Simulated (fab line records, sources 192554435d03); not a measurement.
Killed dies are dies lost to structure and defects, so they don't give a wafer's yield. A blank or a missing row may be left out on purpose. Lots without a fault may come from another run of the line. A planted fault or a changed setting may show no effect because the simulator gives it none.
A struck lot beside a sound one | flow n5_finfet | 15 steps out of a route of 1938
Sound: wafers L797.1, L797.3, L797.5. Struck: wafer L806.2. (L806.1 of the same lot was not struck and is left out.) The cause comes at the end.
At each step with rows: each side's tool, then ch and its chambers, then its first start. Under that, the readings that differ: sound wafers | struck wafers | difference of the means | sigmas: that difference in standard deviations of wafers without a fault.
alike: readings whose means differ by less than 2 such deviations, and words and numbers that are the same on both sides. not compared: withheld readings, readings that some wafer has no value for, bounds like >300 that may hide the same value, and numbers for which the record gives no deviation and whose values overlap.
The two part at a step that has a row with sigmas, a row that says differs or no value, or rows on one side only. Numbers that don't overlap but have no deviation are shown without sigmas and don't part them. A reading that every wafer of one side lacks parts them only if that side has two wafers or more.

N5_BEOL_M13_TRENCH_ETCH_34: etches SiOC in C4F8/O2/Ar, target depth 413.47 nm, time 162.6 s.
  sound on rie_diel-01 ch 0,2,3, day 10 22:45; struck on rie_diel-06 ch 2, day 15 05:58
  reading                | sound             | struck | difference | sigmas
  throttle_valve_pct (%) | 24.54 23.60 24.18 | 23.45  | -0.66      | -2
  alike: O2_flow_sccm, drypump_motor_current_A, he_inner_torr, oes_product_au, rf_vpp_V, showerhead_plenum_p_Torr
  not compared: rf_hours_counter_h
then, 1 step without rows for these wafers: N5_BEOL_M13_STRIP_70 (strips in C4F8/O2/Ar).
N5_BEOL_M13_OCD_MEAS_35:
  sound on ocd-01, day 10 22:56; struck on ocd-02, day 15 06:08
  alike: trench_depth_nm
then, 4 steps without rows for these wafers: N5_BEOL_M13_STRIP_37 (strips in N2/H2); N5_BEOL_M13_ETCH_38 (etches SiCN in CF4/N2, target depth 67.5 nm, time 71.9 s); N5_BEOL_M13_PRECLEAN_39 (cleans in residue remover, time 60 s); N5_BEOL_M13_SRD_40 (time 30 s, dry time 30 s).
N5_BEOL_M13_DEGAS_41: time 60 s.
  sound on pvd_sputter-03, day 11 00:23; struck on pvd_sputter-02, day 15 07:43
  alike: heater_power_w
N5_BEOL_M13_PRE_CLEAN_42: time 30 s.
  sound on pvd_sputter-03, day 11 00:25; struck on pvd_sputter-02, day 15 07:46
  alike: heater_power_w
N5_BEOL_M13_SPUTTER_43: material TaN, target thk 15 nm, time 24.19 s.
  sound on pvd_sputter-03, day 11 00:28; struck on pvd_sputter-02, day 15 07:48
  alike: throttle_valve_pct
then, 2 steps without rows for these wafers: N5_BEOL_M13_SPUTTER_44 (material Ta, target thk 10 nm, time 16.13 s); N5_BEOL_M13_SPUTTER_45 (material Cu, target thk 80 nm, time 13.33 s).
N5_BEOL_M13_ECD_47: material Cu, target thk 936 nm.
  sound on ecd_cu-02 ch 0,1, day 11 00:46; struck on ecd_cu-01 ch 0, day 15 08:05
  reading                                 | sound           | struck | difference | sigmas
  model.Cu_of_BEOL_M13_ECD_47.thk_nm (nm) | 919.4 929 921.6 | 1354   | +431       |
N5_BEOL_M13_ANNEAL_48: time 90 s.
  sound on rtp_anneal-02 ch 0, day 11 01:08; struck on rtp_anneal-02 ch 0, day 15 08:20
  alike: anneal_temp_c, wafer_temp_C_max
then, 1 step without rows for these wafers: N5_PASSIVATION_PROBE_49.

WHERE THEY PART
Only at N5_BEOL_M13_TRENCH_ETCH_34, within this record. Later steps at which nothing parts them and some readings are alike: N5_BEOL_M13_OCD_MEAS_35, N5_BEOL_M13_DEGAS_41, N5_BEOL_M13_PRE_CLEAN_42, N5_BEOL_M13_SPUTTER_43, N5_BEOL_M13_ANNEAL_48.

WHY: what the simulator had put in
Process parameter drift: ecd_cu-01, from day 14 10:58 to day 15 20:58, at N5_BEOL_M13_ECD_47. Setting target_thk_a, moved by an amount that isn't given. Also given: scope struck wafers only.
